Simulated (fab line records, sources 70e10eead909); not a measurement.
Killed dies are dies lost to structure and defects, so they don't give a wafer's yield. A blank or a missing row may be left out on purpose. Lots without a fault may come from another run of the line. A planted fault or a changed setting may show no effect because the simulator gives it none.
Chamber matching | flow nand_harc | NHARC_A_CONTACT_DESCUM_74 on rie_diel-12: 4 sister chambers
The step chemistry O2, time 3 s. 8 wafers are shown with their chamber, then 11 later ones without.

WAFERS WITH THEIR CHAMBER
wafer  | chamber | drypump_motor_current_A (A) | showerhead_plenum_p_Torr (Torr)
L083.1 | 1       | 5.9                         | 1.87
L083.5 | 1       | 6.0                         | 1.87
L085.3 | 2       | 5.4                         | 1.91
L085.5 | 3       | 6.3                         | 1.78
L086.1 | 0       | 6.6                         | 1.88
L086.5 | 2       | 5.4                         | 1.91
L086.6 | 0       | 6.7                         | 1.88
L090.1 | 3       | 6.3                         | 1.77

WAFERS WITHOUT THEIR CHAMBER
wafer  | drypump_motor_current_A (A) | showerhead_plenum_p_Torr (Torr)
L090.3 | 6.7                         | 1.88
L090.5 | 5.4                         | 1.91
L094.1 | 6.0                         | 1.87
L094.3 | 5.4                         | 1.91
L094.6 | 6.6                         | 1.88
L093.3 | 6.3                         | 1.77
L093.4 | 6.6                         | 1.88
L093.6 | 6.0                         | 1.87
L096.1 | 6.3                         | 1.77
L096.2 | 6.0                         | 1.87
L096.5 | 5.4                         | 1.91

WHICH CHAMBER EACH WENT THROUGH
wafer  | from the rows above | in truth
L090.3 | 0                   | 0
L090.5 | 2                   | 2
L094.1 | 1                   | 1
L094.3 | 2                   | 2
L094.6 | 0                   | 0
L093.3 | 3                   | 3
L093.4 | 0                   | 0
L093.6 | 1                   | 1
L096.1 | 3                   | 3
L096.2 | 1                   | 1
L096.5 | 2                   | 2
Placed correctly: 11 of 11. Can't be placed from these rows: 0. Placed wrongly: 0.
How it was worked out, from the rows above alone: a wafer's distance from a chamber is the root of the sum, over the readings, of the square of ((its reading less the chamber's mean) divided by the reading's scatter). The wafer belongs to the nearest chamber; if the next one is less than 2 further off, it can't be placed. A chamber's mean is the mean of its shown wafers. The scatter: the root of (the sum of the squares of (reading less its chamber's mean) over the shown wafers, divided by (wafers less chambers)).
